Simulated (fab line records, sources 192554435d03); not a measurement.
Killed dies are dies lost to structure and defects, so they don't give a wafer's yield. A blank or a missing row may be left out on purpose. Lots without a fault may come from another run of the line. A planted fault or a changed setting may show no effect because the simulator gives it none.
fab line records | flow n5_finfet
record lots=24 wafers=72 last_day=18
route steps=1938 shown BEOL_M10@1523 BEOL_M11@1536
lots that met no fault: from a run of the same line without faults
start_h: hours from the record's first day to the start of the lot's first wafer shown | wait_h: hours since the lot's step before | " the same as in the row above | L1.1+2: a row that stands for several wafers | - no value, or no start given | * or withheld: withheld | < > ~ a bound
route shown NAME@n: a module of which the file shows steps, and the number in the route of the first | usual: mean/standard deviation of fault-free wafers | same: alike in all rows | chamber/n: place in a boat | sites: the reading at each site | _std_site: their standard deviation | _edge_site: outer sites' mean less inner sites' | radius_mm: how far each site lies from the wafer's centre | mask NAME#n: copy n | behind: the tool/chamber that last shaped the wafer | hold: why the lot was held/for how many hours/how that ended | device: the transistor (n, p or np) that didn't switch | end of line: the same wafers' tests at the end of the route | a step without rows: its recipe alone | killed: dies lost to structure and defects at the first sort, not the wafer's yield | map: a wafer's dies, x killed, . not, _ none there
set.NAME: the setting as run; set.NAME@STEP: as run at that earlier step | model.NAME: the simulator's own value behind a step, which no gauge read
steps of the route over a sample of lots; a table a step, a row a wafer
services: from which hour (start_h, from the record's first day; less than 0 if before it) a tool's chamber was out of use, for how many hours, and why
## steps
# step N5_BEOL_M10_PRE_CLEAN_45
# recipe gas=H2/He time_s=30 temp_c=250
# usual heater_power_w=330/31
# columns lot.wafer tool chamber start_h wait_h heater_power_w
L074.2 pvd_sputter-02 - 236.26 0.0 382
L074.3 " - " " 319
L074.6 " - " " 317
L076.2 pvd_sputter-03 - 247.87 0.0 367
L076.4 " - " " 323
L076.6 " - " " 348
L077.2 pvd_sputter-03 - 248.39 0.0 358
L077.4 " - " " 343
L077.6 " - " " 322
L075.3 pvd_sputter-03 - 248.83 0.0 323
L075.4 " - " " 371
L075.6 " - " " 309
L078.3 pvd_sputter-01 - 254.40 0.0 316
L078.4 " - " " 351
L078.5 " - " " 279
L079.1 pvd_sputter-02 - 266.40 0.0 314
L079.3 " - " " 376
L079.5 " - " " 309
L080.3 pvd_sputter-02 - 269.68 0.0 311
L080.4 " - " " 318
L080.5 " - " " 367
L083.1 pvd_sputter-02 - 282.90 0.0 318
L083.3 " - " " 370
L083.6 " - " " 320
L081.2 pvd_sputter-02 - 283.50 0.0 315
L081.5 " - " " 365
L081.6 " - " " 391
L082.2 pvd_sputter-01 - 290.69 0.0 286
L082.3 " - " " 351
L082.6 " - " " 354
L084.4 pvd_sputter-03 - 294.07 0.0 342
L084.5 " - " " 317
L084.6 " - " " 365
L086.3 pvd_sputter-01 - 294.23 0.0 354
L086.4 " - " " 286
L086.5 " - " " 350
L087.3 pvd_sputter-02 - 309.68 0.0 384
L087.5 " - " " 318
L087.6 " - " " 323
L085.4 pvd_sputter-03 - 316.80 0.0 324
L085.5 " - " " 320
L085.6 " - " " 314
L088.2 pvd_sputter-03 - 317.00 0.0 302
L088.3 " - " " 330
L088.6 " - " " 368
L089.1 pvd_sputter-03 - 320.60 0.0 355
L089.4 " - " " 336
L089.6 " - " " 362
L090.1 pvd_sputter-01 - 323.16 0.0 321
L090.3 " - " " 292
L090.4 " - " " 286
L091.2 pvd_sputter-01 - 329.20 0.0 283
L091.3 " - " " 289
L091.6 " - " " 280
L092.3 pvd_sputter-01 - 340.03 0.0 281
L092.5 " - " " 279
L092.6 " - " " 353
L094.1 pvd_sputter-01 - 354.57 0.0 317
L094.2 " - " " 369
L094.4 " - " " 292
L093.1 pvd_sputter-03 - 357.92 0.0 360
L093.3 " - " " 299
L093.5 " - " " 355
L097.4 pvd_sputter-03 - 361.04 0.0 368
L097.5 " - " " 328
L097.6 " - " " 306
L095.2 pvd_sputter-02 - 363.03 0.0 308
L095.4 " - " " 372
L095.6 " - " " 380
L096.2 pvd_sputter-01 - 377.24 0.0 316
L096.3 " - " " 351
L096.5 " - " " 281
# step N5_BEOL_M10_ALD_74
# recipe material=TaN target_thk_a=20 temp_c=275 ald_precursor_family=PDMAT ald_co_reactant=NH3 pressure_torr=3 carrier_flow_sccm=1500 pulse_time_s=2 purge_time_s=3 co_reactant_purge_time_s=2 co_reactant_pulse_time_s=3 ald_cycles=40 precursor_vessel_temp_c=75 precursor_vessel_pressure_torr=26.25 precursor_vessel_carrier_sccm=1000
# usual heater_power_w=408/70 mfc_carrier_sccm=1499/4.1
# columns lot.wafer tool chamber start_h wait_h heater_power_w mfc_carrier_sccm since_wet_clean_h
L074.2 ald_metal-01 2 236.34 0.1 371 1498 6053
L074.3 " 0 " " 443 1493 6053
L074.6 " 1 " " 468 1501 -
L076.2 ald_metal-01 1 247.94 0.0 472 1496 6065
L076.4 " 2 " " 374 1502 6065
L076.6 " 3 " " 335 1492 -
L077.2 ald_metal-03 3 248.54 0.1 364 1496 4527
L077.4 " 2 " " 479 1497 4527
L077.6 " 3 " " 368 1494 -
L075.3 ald_metal-04 0 248.96 0.1 329 1498 2989
L075.4 " 2 " " 460 1503 2989
L075.6 " 0 " " 338 1503 -
L078.3 ald_metal-03 3 254.46 0.0 366 1498 4533
L078.4 " 1 " " 460 1505 4533
L078.5 " 0 " " 366 1502 -
L079.1 ald_metal-03 1 266.47 0.0 478 1502 4545
L079.3 " 3 " " 362 1500 4545
L079.5 " 3 " " 372 1504 -
L080.3 ald_metal-01 3 269.80 0.1 337 1503 6087
L080.4 " 1 " " 470 1499 6087
L080.5 " 2 " " 373 1502 -
L083.1 ald_metal-01 1 282.96 0.0 460 1501 6100
L083.3 " 2 " " 367 1504 6100
L083.6 " 2 " " 366 1498 -
L081.2 ald_metal-01 3 283.56 0.0 333 1496 6100
L081.5 " 2 " " 360 1504 -
L081.6 " 3 " " 339 1500 -
L082.2 ald_metal-04 2 290.75 0.0 457 1500 3031
L082.3 " 0 " " 337 1504 3031
L082.6 " 1 " " 578 1498 -
L084.4 ald_metal-01 2 294.28 0.2 366 1494 -
L084.5 " 1 " " 473 1487 -
L084.6 " 3 " " 335 1498 -
L086.3 ald_metal-04 3 294.38 0.1 355 1496 3034
L086.4 " 1 " " 566 1494 3034
L086.5 " 1 " " 571 1494 -
L087.3 ald_metal-01 1 309.97 0.3 463 1501 6127
L087.5 " 3 " " 336 1500 -
L087.6 " 2 " " 371 1492 -
L085.4 ald_metal-01 3 316.86 0.0 337 1498 6134
L085.5 " 2 " " 369 1503 -
L085.6 " 3 " " 341 1494 -
L088.2 ald_metal-04 1 317.07 0.1 559 1500 3057
L088.3 " 2 " " 452 1498 3057
L088.6 " 1 " " 568 1497 -
L089.1 ald_metal-01 2 320.68 0.1 372 1504 6137
L089.4 " 1 " " 456 1501 6137
L089.6 " 3 " " 345 1499 -
L090.1 ald_metal-03 0 323.23 0.0 365 1490 4602
L090.3 " 2 " " 467 1500 4602
L090.4 " 3 " " 368 1508 4602
L091.2 ald_metal-03 3 329.49 0.3 366 1502 4608
L091.3 " 0 " " 365 1501 4608
L091.6 " 0 " " 365 1504 -
L092.3 ald_metal-04 2 340.32 0.3 455 1501 3080
L092.5 " 0 " " 339 1495 -
L092.6 " 3 " " 342 1495 -
L094.1 ald_metal-01 1 354.65 0.1 425 1498 3
L094.2 " 0 " " 408 1495 3
L094.4 " 1 " " 433 1494 -
L093.1 ald_metal-03 2 357.98 0.0 471 1501 4636
L093.3 " 3 " " 371 1493 4636
L093.5 " 2 " " 473 1498 -
L097.4 ald_metal-04 2 361.10 0.0 472 1497 3101
L097.5 " 0 " " 332 1504 -
L097.6 " 1 " " 557 1500 -
L095.2 ald_metal-03 1 363.09 0.0 464 1499 4641
L095.4 " 2 " " 484 1504 4641
L095.6 " 0 " " 359 1496 -
L096.2 ald_metal-03 2 377.30 0.0 484 1499 4656
L096.3 " 0 " " 366 1497 4656
L096.5 " 3 " " 362 1505 -
# step N5_BEOL_M10_SPUTTER_48
# recipe material=Cu target_thk_a=120 temp_c=-20 bias_v=60 power_w=26000 chamber_pressure_pa=0.13 time_s=2
# usual throttle_valve_pct=30.2/1.2
# columns lot.wafer tool chamber start_h wait_h throttle_valve_pct
L074.2 pvd_sputter-02 - 237.04 0.1 32.1
L074.3 " - " " 30.1
L074.6 " - " " 30.1
L076.2 pvd_sputter-03 - 248.55 0.1 28.3
L076.4 " - " " 30.5
L076.6 " - " " 30.5
L077.2 pvd_sputter-03 - 249.67 0.6 31.4
L077.4 " - " " 29.6
L077.6 " - " " 31.4
L075.3 pvd_sputter-03 - 250.07 0.2 29.2
L075.4 " - " " 31.5
L075.6 " - " " 28.0
L078.3 pvd_sputter-03 - 255.07 0.1 29.2
L078.4 " - " " 28.0
L078.5 " - " " 31.7
L079.1 pvd_sputter-03 - 267.22 0.1 29.5
L079.3 " - " " 30.4
L079.5 " - " " 30.7
L080.3 pvd_sputter-01 - 273.58 1.5 29.2
L080.4 " - " " 31.5
L080.5 " - " " 31.6
L083.1 pvd_sputter-03 - 283.62 0.1 30.6
L083.3 " - " " 31.6
L083.6 " - " " 30.3
L081.2 pvd_sputter-03 - 284.20 0.2 28.5
L081.5 " - " " 31.4
L081.6 " - " " 30.6
L082.2 pvd_sputter-01 - 291.29 0.1 29.3
L082.3 " - " " 31.8
L082.6 " - " " 32.0
L084.4 pvd_sputter-01 - 294.85 0.2 29.1
L084.5 " - " " 31.6
L084.6 " - " " 29.9
L086.3 pvd_sputter-01 - 295.11 0.2 29.5
L086.4 " - " " 31.8
L086.5 " - " " 29.5
L087.3 pvd_sputter-02 - 312.16 0.1 30.4
L087.5 " - " " 32.0
L087.6 " - " " 30.1
L085.4 pvd_sputter-03 - 317.42 0.0 31.5
L085.5 " - " " 30.6
L085.6 " - " " 31.7
L088.2 pvd_sputter-02 - 317.58 0.1 30.2
L088.3 " - " " 30.2
L088.6 " - " " 32.0
L089.1 pvd_sputter-03 - 321.28 0.1 30.2
L089.4 " - " " 31.5
L089.6 " - " " 28.3
L090.1 pvd_sputter-01 - 323.96 0.1 29.9
L090.3 " - " " 31.7
L090.4 " - " " 29.6
L091.2 pvd_sputter-03 - 330.07 0.1 31.4
L091.3 " - " " 28.2
L091.6 " - " " 29.6
L092.3 pvd_sputter-01 - 341.69 0.4 29.6
L092.5 " - " " 29.2
L092.6 " - " " 31.7
L094.1 pvd_sputter-01 - 355.29 0.1 29.7
L094.2 " - " " 29.6
L094.4 " - " " 31.7
L093.1 pvd_sputter-03 - 359.08 0.3 30.7
L093.3 " - " " 29.5
L093.5 " - " " 30.1
L097.4 pvd_sputter-01 - 361.59 0.0 29.6
L097.5 " - " " 31.5
L097.6 " - " " 29.6
L095.2 pvd_sputter-01 - 363.68 0.1 29.1
L095.4 " - " " 30.1
L095.6 " - " " 29.9
L096.2 pvd_sputter-03 - 377.95 0.1 29.4
L096.3 " - " " 31.6
L096.5 " - " " 30.6
# step N5_BEOL_M11_ILD_DEP_00
# recipe material=SiCOH_lowk target_thk_a=3085.1 temp_c=300 precursor=DEMS/porogen pressure_torr=5 rf_w=500 time_s=58
# usual heater_power_w=303/38 showerhead_plenum_p_Torr=5.733/0.016 throttle_valve_pct=13.8/1.1
# columns lot.wafer tool chamber start_h wait_h heater_power_w showerhead_plenum_p_Torr since_wet_clean_h throttle_valve_pct
L074.2 pecvd-03 2 238.30 0.0 324 5.753 188 12.3
L074.3 " 0 " " 271 5.740 942 14.2
L074.6 " 0 " " 275 5.724 - 13.9
L076.2 pecvd-03 2 249.70 0.0 323 5.767 200 12.4
L076.4 " 0 " " 280 5.727 - 14.1
L076.6 " 1 " " 326 5.752 - 15.0
L077.2 pecvd-01 0 250.71 0.0 292 5.725 1136 15.7
L077.4 " 0 " " 296 5.708 - 15.6
L077.6 " 2 " " 322 5.731 - 13.5
L075.3 pecvd-03 2 251.12 0.0 337 5.749 201 12.3
L075.4 " 0 " " 281 5.723 - 14.2
L075.6 " 2 " " 340 5.753 - 12.7
L078.3 pecvd-01 2 256.66 0.0 345 5.743 388 13.5
L078.4 " 1 " " 291 5.719 - 13.0
L078.5 " 2 " " 355 5.750 - 13.4
L079.1 pecvd-01 1 268.24 0.0 347 5.731 1878 12.9
L079.3 " 0 " " 254 5.711 1153 15.8
L079.5 " 0 " " 257 5.706 - 15.9
L080.3 pecvd-04 0 274.72 0.0 380 5.724 797 13.2
L080.4 " 1 " " 225 5.744 - 13.4
L080.5 " 2 " " 310 5.721 - 12.7
L083.1 pecvd-03 1 284.81 0.0 328 5.734 1714 14.9
L083.3 " 2 " " 330 5.760 235 12.5
L083.6 " 2 " " 332 5.745 - 12.1
L081.2 pecvd-03 0 285.21 0.0 230 5.727 989 14.4
L081.5 " 1 " " 279 5.746 - 15.1
L081.6 " 0 " " 238 5.748 - 14.4
L082.2 pecvd-01 1 292.34 0.0 328 5.709 1902 13.2
L082.3 " 2 " " 288 5.731 423 13.7
L082.6 " 1 " " 334 5.705 - 13.2
L084.4 pecvd-03 0 295.98 0.1 266 5.745 - 14.2
L084.5 " 1 " " 307 5.738 - 14.7
L084.6 " 2 " " 330 5.737 - 12.5
L086.3 pecvd-01 0 296.25 0.0 297 5.719 1181 15.6
L086.4 " 0 " " 298 5.721 - 15.7
L086.5 " 1 " " 306 5.712 - 13.1
L087.3 pecvd-04 2 313.28 0.0 316 5.729 82 12.3
L087.5 " 2 " " 327 5.711 - 12.5
L087.6 " 1 " " 200 5.756 - 13.6
L085.4 pecvd-01 1 318.46 0.1 346 5.711 - 13.1
L085.5 " 0 " " 269 5.717 - 15.7
L085.6 " 2 " " 347 5.726 - 13.9
L088.2 pecvd-03 1 318.98 0.0 323 5.747 1748 15.2
L088.3 " 2 " " 345 5.743 269 12.4
L088.6 " 1 " " 256 5.728 - 15.3
L089.1 pecvd-03 0 322.30 0.0 283 5.740 1026 14.4
L089.4 " 1 " " 321 5.744 - 14.9
L089.6 " 0 " " 279 5.741 - 14.3
L090.1 pecvd-01 2 325.51 0.0 298 5.751 457 13.7
L090.3 " 0 " " 274 5.730 1211 15.8
L090.4 " 0 " " 284 5.710 - 15.8
L091.2 pecvd-03 0 331.09 0.0 279 5.730 1035 14.1
L091.3 " 1 " " 333 5.758 1760 15.0
L091.6 " 2 " " 352 5.765 - 12.6
L092.3 pecvd-03 1 343.65 0.0 308 5.737 1773 14.9
L092.5 " 1 " " 310 5.753 - 15.4
L092.6 " 2 " " 315 5.747 - 12.3
L094.1 pecvd-03 1 356.46 0.0 258 5.756 1785 14.9
L094.2 " 0 " " 261 5.734 1060 14.3
L094.4 " 2 " " 347 5.745 - 12.5
L093.1 pecvd-01 0 360.10 0.0 255 5.706 1245 15.7
L093.3 " 1 " " 340 5.716 1970 13.0
L093.5 " 0 " " 260 5.709 - 15.7
L097.4 pecvd-04 0 362.64 0.1 375 5.727 - 13.5
L097.5 " 2 " " 313 5.711 - 12.8
L097.6 " 1 " " 260 5.749 - 13.3
L095.2 pecvd-04 2 364.79 0.0 327 5.721 133 12.6
L095.4 " 2 " " 340 5.709 - 12.6
L095.6 " 0 " " 371 5.726 - 13.4
L096.2 pecvd-01 2 379.24 0.0 303 5.751 510 13.7
L096.3 " 0 " " 271 5.717 1264 15.5
L096.5 " 1 " " 282 5.715 - 13.1
# step N5_BEOL_M11_ETCH_61
# recipe chemistry=CF4 target=SiARC target_depth_a=390 mask_material=CAR-ArF time_s=65 ion_energy_ev=80 pressure_mtorr=40 source_w=545 bias_w=36 Ar_flow_sccm=100 cf4_flow_sccm=100 ends=cleared
# usual chamber_pressure_mTorr=40.00/0.042 drypump_motor_current_A=5.8/0.37 etch_rf_on_time_s=64.8/1.2 oes_product_au=0.67/0.074 rf_vpp_V=183.9/1.2 showerhead_plenum_p_Torr=2.13/0.073 throttle_valve_pct=15.66/0.26
# columns lot.wafer tool chamber start_h wait_h chamber_pressure_mTorr drypump_motor_current_A etch_rf_on_time_s oes_product_au rf_hours_counter_h rf_vpp_V showerhead_plenum_p_Torr throttle_valve_pct
L074.2 rie_diel-06 3 241.76 0.0 39.98 6.3 65.5 0.59 221 183.8 2.03 15.44
L074.3 " 2 " " 40.03 5.5 67.2 0.62 173 183.0 2.06 15.88
L074.6 " 0 " " 40.07 5.5 65.6 0.58 - 185.1 2.21 16.16
L076.2 rie_diel-03 2 251.25 0.0 40.06 5.2 64.6 0.77 35 184.2 2.18 15.50
L076.4 " 0 " " 40.02 5.6 62.9 0.82 3 185.7 2.19 15.14
L076.6 " 3 " " 40.07 6.6 65.6 0.68 - 183.1 2.07 15.66
L077.2 rie_diel-06 2 254.05 0.0 39.98 5.5 66.6 0.62 177 184.5 2.06 15.87
L077.4 " 1 " " 39.91 5.9 64.4 0.64 167 183.2 2.06 15.85
L077.6 " 1 " " 40.00 5.9 64.6 0.63 - 184.1 2.06 15.85
L075.3 rie_diel-04 1 254.15 0.0 40.05 5.7 63.4 0.62 189 185.9 2.22 15.79
L075.4 " 0 " " 40.00 5.8 62.8 0.74 53 181.9 2.10 15.22
L075.6 " 0 " " 40.01 5.7 63.4 0.73 - 183.3 2.10 15.24
L078.3 rie_diel-03 1 259.47 0.0 40.04 5.9 66.0 0.60 224 183.9 2.12 15.71
L078.4 " 2 " " 40.05 5.3 65.0 0.75 38 183.8 2.18 15.48
L078.5 " 2 " " 39.95 5.3 65.1 0.76 - 184.6 2.18 15.47
L079.1 rie_diel-04 0 269.79 0.0 39.99 5.7 62.9 0.73 58 183.7 2.10 15.24
L079.3 " 3 " " 40.00 5.7 63.3 0.70 87 185.5 2.25 15.48
L079.5 " 1 " " 40.02 5.6 64.1 0.61 - 184.4 2.21 15.80
L080.3 rie_diel-04 1 276.30 0.0 39.95 5.6 64.2 0.62 196 183.5 2.21 15.81
L080.4 " 2 " " 40.01 6.1 62.9 0.78 32 185.9 2.18 15.47
L080.5 " 3 " " 39.97 5.7 64.0 0.70 - 186.0 2.25 15.50
L083.1 rie_diel-04 1 287.76 0.0 39.98 5.6 64.4 0.61 199 186.5 2.21 15.81
L083.3 " 2 " " 40.02 6.1 63.6 0.78 35 184.1 2.18 15.49
L083.6 " 3 " " 39.94 5.7 64.1 0.71 - 184.4 2.24 15.47
L081.2 rie_diel-06 0 287.80 0.0 40.03 5.5 64.8 0.59 241 184.5 2.20 16.20
L081.5 " 0 " " 39.98 5.5 65.2 0.58 - 184.8 2.20 16.20
L081.6 " 3 " " 40.00 6.3 64.7 0.59 - 181.8 2.03 15.47
L082.2 rie_diel-03 2 294.38 0.0 39.93 5.3 65.5 0.73 49 184.0 2.17 15.51
L082.3 " 1 " " 39.91 5.9 66.5 0.59 234 183.7 2.12 15.75
L082.6 " 3 " " 40.05 6.6 66.6 0.66 - 183.2 2.06 15.67
L084.4 rie_diel-04 0 297.72 0.0 39.94 5.8 63.0 0.72 66 184.3 2.09 15.26
L084.5 " 1 " " 39.99 5.6 64.4 0.60 - 184.8 2.21 15.82
L084.6 " 0 " " 39.99 5.8 63.3 0.72 - 183.7 2.09 15.27
L086.3 rie_diel-06 2 298.17 0.0 40.03 5.4 67.0 0.61 189 184.1 2.05 15.91
L086.4 " 0 " " 39.95 5.5 66.5 0.57 243 184.7 2.20 16.21
L086.5 " 0 " " 40.01 5.5 65.9 0.57 - 184.5 2.20 16.20
L087.3 rie_diel-03 3 316.48 0.0 40.03 6.6 66.4 0.65 129 183.8 2.06 15.69
L087.5 " 1 " " 39.98 5.9 65.8 0.59 - 182.2 2.11 15.75
L087.6 " 2 " " 39.99 5.2 65.5 0.73 - 183.2 2.17 15.54
L088.2 rie_diel-04 3 323.38 0.0 40.02 5.7 63.9 0.69 104 184.5 2.24 15.51
L088.3 " 2 " " 40.00 6.1 63.9 0.74 45 184.7 2.17 15.52
L088.6 " 2 " " 40.05 6.1 63.5 0.75 - 185.4 2.17 15.51
L085.4 rie_diel-03 1 323.50 0.0 39.97 5.9 66.9 0.58 243 182.5 2.11 15.74
L085.5 " 3 " " 39.97 6.6 66.1 0.65 - 182.3 2.06 15.70
L085.6 " 0 " " 40.01 5.6 63.2 0.77 - 184.4 2.19 15.21
L089.1 rie_diel-03 2 324.00 0.0 40.05 5.3 65.4 0.74 58 184.7 2.17 15.54
L089.4 " 0 " " 40.02 5.5 64.0 0.76 28 184.2 2.19 15.19
L089.6 " 2 " " 40.01 5.3 65.3 0.73 - 185.6 2.17 15.55
L090.1 rie_diel-06 2 327.51 0.0 40.00 5.4 67.2 0.61 200 182.0 2.05 15.92
L090.3 " 1 " " 40.00 5.9 65.0 0.61 190 183.1 2.05 15.89
L090.4 " 2 " " 40.01 5.4 67.7 0.60 - 180.8 2.05 15.94
L091.2 rie_diel-06 3 333.79 0.0 40.00 6.4 65.0 0.57 250 183.4 2.02 15.49
L091.3 " 2 " " 40.00 5.4 66.3 0.61 202 182.8 2.05 15.94
L091.6 " 2 " " 39.94 5.4 66.3 0.61 - 182.2 2.05 15.93
L092.3 rie_diel-04 0 347.91 0.0 39.97 5.8 64.3 0.70 82 182.7 2.09 15.29
L092.5 " 2 " " 40.02 6.1 63.2 0.75 - 185.7 2.17 15.54
L092.6 " 3 " " 39.99 5.7 64.0 0.68 - 185.4 2.24 15.52
L094.1 rie_diel-06 2 358.43 0.0 39.97 5.4 66.9 0.60 213 181.6 2.04 15.94
L094.2 " 1 " " 40.02 5.9 64.6 0.60 203 181.7 2.05 15.92
L094.4 " 1 " " 39.96 5.9 64.3 0.60 - 184.5 2.05 15.92
L093.1 rie_diel-06 0 361.94 0.0 39.97 5.5 64.5 0.79 12 183.8 2.20 15.75
L093.3 " 2 " " 39.99 5.5 67.0 0.60 215 183.2 2.04 15.93
L093.5 " 1 " " 40.05 5.9 64.7 0.61 - 182.6 2.04 15.92
L097.4 rie_diel-06 1 364.53 0.0 40.04 5.9 64.5 0.60 - 182.5 2.04 15.93
L097.5 " 2 " " 40.00 5.5 66.8 0.59 - 182.4 2.04 15.96
L097.6 " 0 " " 40.04 5.5 63.9 0.78 - 184.0 2.19 15.73
L095.2 rie_diel-06 0 369.64 0.0 40.07 5.5 64.2 0.78 15 184.3 2.19 15.72
L095.4 " 0 " " 40.00 5.5 63.6 0.78 - 185.5 2.19 15.71
L095.6 " 1 " " 40.05 5.9 64.6 0.60 - 182.5 2.04 15.93
L096.2 rie_diel-03 0 382.74 0.0 40.00 5.6 63.6 0.75 45 183.5 2.18 15.23
L096.3 " 3 " " 39.94 6.6 65.9 0.64 149 182.4 2.05 15.73
L096.5 " 2 " " 39.99 5.2 65.5 0.71 - 184.0 2.16 15.55
# step N5_BEOL_M11_ETCH_62
# recipe chemistry=N2/H2 target=SOC target_depth_a=1100 overetch_a=220 mask_material=SiARC temp_c=40 time_s=165 ion_energy_ev=200 pressure_mtorr=30 source_w=840 bias_w=150 n2_flow_sccm=200 h2_flow_sccm=200
# usual chamber_pressure_mTorr=30.001/0.027 drypump_motor_current_A=5.8/0.37 oes_product_au=0.66/0.07 rf_vpp_V=523.4/2.7 showerhead_plenum_p_Torr=2.53/0.092 throttle_valve_pct=17.89/0.29
# columns lot.wafer tool chamber start_h wait_h chamber_pressure_mTorr drypump_motor_current_A oes_product_au rf_hours_counter_h rf_vpp_V showerhead_plenum_p_Torr throttle_valve_pct
L074.2 rie_diel-06 3 241.81 0.0 30.030 6.4 0.59 221 519.4 2.42 17.60
L074.3 " 2 " " 29.989 5.5 0.62 173 519.3 2.44 18.20
L074.6 " 0 " " 29.956 5.5 0.58 - 527.6 2.62 18.45
L076.2 rie_diel-03 2 251.30 0.0 30.007 5.2 0.76 35 526.2 2.60 17.77
L076.4 " 0 " " 30.006 5.5 0.80 3 523.9 2.61 17.33
L076.6 " 3 " " 29.976 6.6 0.67 - 522.9 2.45 17.76
L077.2 rie_diel-06 2 254.10 0.0 30.019 5.5 0.62 177 520.5 2.44 18.18
L077.4 " 1 " " 30.048 5.9 0.62 167 520.6 2.44 18.09
L077.6 " 1 " " 30.019 5.9 0.62 - 523.4 2.44 18.10
L075.3 rie_diel-04 1 254.20 0.0 30.061 5.7 0.61 189 527.0 2.64 17.97
L075.4 " 0 " " 30.026 5.7 0.72 53 522.0 2.48 17.40
L075.6 " 0 " " 29.990 5.8 0.72 - 522.1 2.48 17.43
L078.3 rie_diel-03 1 259.52 0.0 30.040 5.9 0.60 224 523.7 2.51 17.90
L078.4 " 2 " " 29.958 5.3 0.75 38 525.6 2.59 17.78
L078.5 " 2 " " 29.970 5.2 0.76 - 525.5 2.59 17.80
L079.1 rie_diel-04 0 269.84 0.0 30.039 5.8 0.72 58 523.1 2.48 17.42
L079.3 " 3 " " 29.987 5.7 0.69 87 527.7 2.68 17.73
L079.5 " 1 " " 30.016 5.7 0.60 - 527.4 2.63 17.98
L080.3 rie_diel-04 1 276.35 0.0 30.022 5.6 0.60 196 526.1 2.63 17.96
L080.4 " 2 " " 29.986 6.0 0.76 32 525.9 2.59 17.84
L080.5 " 3 " " 30.012 5.7 0.69 - 527.6 2.68 17.72
L083.1 rie_diel-04 1 287.81 0.0 29.971 5.7 0.60 199 526.4 2.63 17.98
L083.3 " 2 " " 30.020 6.1 0.75 35 525.4 2.59 17.84
L083.6 " 3 " " 29.998 5.7 0.68 - 528.2 2.68 17.71
L081.2 rie_diel-06 0 287.85 0.0 29.984 5.5 0.58 241 526.6 2.61 18.48
L081.5 " 0 " " 30.025 5.5 0.58 - 526.0 2.61 18.49
L081.6 " 3 " " 29.953 6.3 0.58 - 520.8 2.41 17.64
L082.2 rie_diel-03 2 294.43 0.0 29.988 5.3 0.74 49 524.8 2.59 17.80
L082.3 " 1 " " 29.975 5.9 0.60 235 522.8 2.50 17.95
L082.6 " 3 " " 29.943 6.6 0.66 - 522.0 2.44 17.77
L084.4 rie_diel-04 0 297.77 0.0 30.011 5.8 0.70 67 522.1 2.48 17.43
L084.5 " 1 " " 30.058 5.6 0.60 - 526.6 2.63 17.98
L084.6 " 0 " " 30.026 5.8 0.71 - 521.9 2.48 17.42
L086.3 rie_diel-06 2 298.22 0.0 30.002 5.5 0.62 189 520.2 2.43 18.22
L086.4 " 0 " " 30.029 5.5 0.58 244 527.0 2.61 18.48
L086.5 " 0 " " 30.007 5.5 0.58 - 526.3 2.61 18.49
L087.3 rie_diel-03 3 316.53 0.0 30.035 6.6 0.65 129 521.7 2.44 17.79
L087.5 " 1 " " 30.023 5.9 0.59 - 520.1 2.50 17.95
L087.6 " 2 " " 30.026 5.3 0.72 - 523.7 2.59 17.82
L088.2 rie_diel-04 3 323.43 0.0 29.975 5.7 0.68 104 527.5 2.67 17.77
L088.3 " 2 " " 30.007 6.1 0.74 45 524.4 2.59 17.88
L088.6 " 2 " " 30.003 6.0 0.74 - 525.7 2.59 17.85
L085.4 rie_diel-03 1 323.55 0.0 30.008 5.9 0.59 243 522.7 2.50 17.94
L085.5 " 3 " " 30.026 6.6 0.66 - 521.4 2.44 17.81
L085.6 " 0 " " 29.992 5.6 0.75 - 524.4 2.60 17.37
L089.1 rie_diel-03 2 324.05 0.0 30.019 5.3 0.73 58 526.8 2.59 17.83
L089.4 " 0 " " 30.018 5.5 0.75 28 525.5 2.60 17.38
L089.6 " 2 " " 29.975 5.2 0.73 - 525.5 2.59 17.83
L090.1 rie_diel-06 2 327.56 0.0 30.019 5.5 0.61 200 518.7 2.43 18.22
L090.3 " 1 " " 29.976 5.9 0.61 190 519.8 2.43 18.13
L090.4 " 2 " " 30.013 5.4 0.61 - 520.0 2.43 18.23
L091.2 rie_diel-06 3 333.84 0.0 29.989 6.4 0.57 250 520.5 2.41 17.67
L091.3 " 2 " " 30.046 5.5 0.61 202 521.4 2.43 18.25
L091.6 " 2 " " 29.995 5.5 0.61 - 520.1 2.43 18.22
L092.3 rie_diel-04 0 347.96 0.0 29.997 5.8 0.69 82 523.2 2.47 17.46
L092.5 " 2 " " 29.965 6.0 0.73 - 524.0 2.59 17.88
L092.6 " 3 " " 29.993 5.7 0.67 - 527.4 2.67 17.76
L094.1 rie_diel-06 2 358.48 0.0 29.988 5.5 0.60 213 520.8 2.42 18.25
L094.2 " 1 " " 30.006 5.9 0.60 203 520.6 2.42 18.15
L094.4 " 1 " " 30.000 5.9 0.60 - 521.2 2.42 18.16
L093.1 rie_diel-06 0 361.99 0.0 29.995 5.5 0.78 12 525.8 2.60 18.04
L093.3 " 2 " " 29.998 5.5 0.60 215 520.4 2.42 18.25
L093.5 " 1 " " 29.956 5.9 0.60 - 521.0 2.42 18.17
L097.4 rie_diel-06 1 364.62 0.1 30.036 5.9 0.60 - 520.7 2.42 18.16
L097.5 " 2 " " 29.994 5.5 0.60 - 520.1 2.42 18.27
L097.6 " 0 " " 30.006 5.5 0.76 - 525.9 2.60 18.04
L095.2 rie_diel-06 0 369.69 0.0 29.986 5.5 0.77 15 525.0 2.60 18.07
L095.4 " 0 " " 30.010 5.5 0.77 - 525.2 2.60 18.05
L095.6 " 1 " " 30.013 5.9 0.60 - 520.4 2.42 18.18
L096.2 rie_diel-03 0 382.79 0.0 30.034 5.6 0.73 45 525.7 2.59 17.42
L096.3 " 3 " " 29.976 6.6 0.64 149 520.8 2.43 17.82
L096.5 " 2 " " 30.007 5.3 0.71 - 522.5 2.58 17.85
## services
# columns tool chamber start_h hours kind
ald_metal-04 - 220.59 2.8 pm
rie_diel-03 0 226.00 - clean
rie_diel-03 0 226.00 - consumable_replace:focus_ring
pecvd-01 1 237.48 10.0 repair
rie_diel-03 3 274.63 5.6 repair
pecvd-01 - 283.86 6.0 pm
pecvd-03 - 297.75 2.6 repair
pecvd-03 0 302.05 8.0 repair
rie_diel-06 0 315.95 - clean
rie_diel-06 0 315.95 - consumable_replace:focus_ring
rie_diel-06 0 315.95 21.4 scheduled_down
rie_diel-06 0 315.95 21.4 vent_cycle
ald_metal-01 - 337.25 14.0 pm
rie_diel-06 3 337.30 - clean
rie_diel-06 3 337.30 - consumable_replace:focus_ring
rie_diel-06 3 337.30 - consumable_replace:showerhead
rie_diel-06 3 337.30 35.4 scheduled_down
rie_diel-06 3 337.30 35.4 vent_cycle
ald_metal-01 3 353.09 24.8 repair
pvd_sputter-01 - 365.49 7.0 repair
pvd_sputter-02 - 366.55 13.9 repair
ald_metal-01 1 368.66 21.2 repair
ald_metal-04 0 369.55 3.7 repair
rie_diel-04 1 377.88 9.9 repair
## key
fault none
